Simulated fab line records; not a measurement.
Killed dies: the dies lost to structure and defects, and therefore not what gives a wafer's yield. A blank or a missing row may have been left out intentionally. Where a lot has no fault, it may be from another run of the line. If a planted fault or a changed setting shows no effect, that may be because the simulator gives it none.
The tool behind it: which one?	flow n5 finfet	route of 1938 steps, sampled at 1 step: 12 lots, 36 wafers

== WHAT THE GAUGES READ, wafer by wafer ==
N5_BEOL_M10_CD_MEAS_35 targets a cd of 70 nm.
lot	measured	on	cd nm (nm)
L074	day 10 23:18	cd sem-02	71.6 71.3 71.5
L079	day 11 11:23	cd sem-03	69.7 69.3 69.5
L078	day 12 08:20	cd sem-01	70.6 69.9 70.7
L080	day 12 20:17	cd sem-02	70.0 69.6 69.9
L083	day 13 02:45	cd sem-02	69.7 70.8 70.7
L085	day 13 09:17	cd sem-01	71.2 71.0 70.7
L087	day 14 10:45	cd sem-03	69.5 70.3 71.0
L088	day 14 16:22	cd sem-03	70.5 70.8 70.1
L092	day 14 22:41	cd sem-01	69.8 70.6 70.6
L093	day 15 14:55	cd sem-01	70.4 70.1 70.2
L094	day 15 21:59	cd sem-03	69.9 69.3 69.3
L097	day 18 07:47	cd sem-02	69.0 69.3 69.8

== WHICH TOOL RAN EACH LOT (tool, then ch and the chambers of the sampled wafers, then the start) ==
The record shows no process step preceding these readings.

== THE ANSWER, worked out from the rows above alone ==
Rule: the lots themselves supply what counts as usual. Put in order of their means at a reading, lots are off if they are a third of the lots or fewer, leave a main group of 4 or more, and stand apart from it by a gap of 3 or more times the standard deviation of the main group's means; of several such gaps the widest counts. Not used: any main group whose means are identical at the precision the tables above print for the reading. A lot without any number at a reading at which 4 lots or more have one is off too. Any other lot the step has rows for is counted as sound.
Nothing can be told from this: no lot is off at any reading shown.

== WHAT HAD BEEN PUT IN BY THE SIMULATOR ==
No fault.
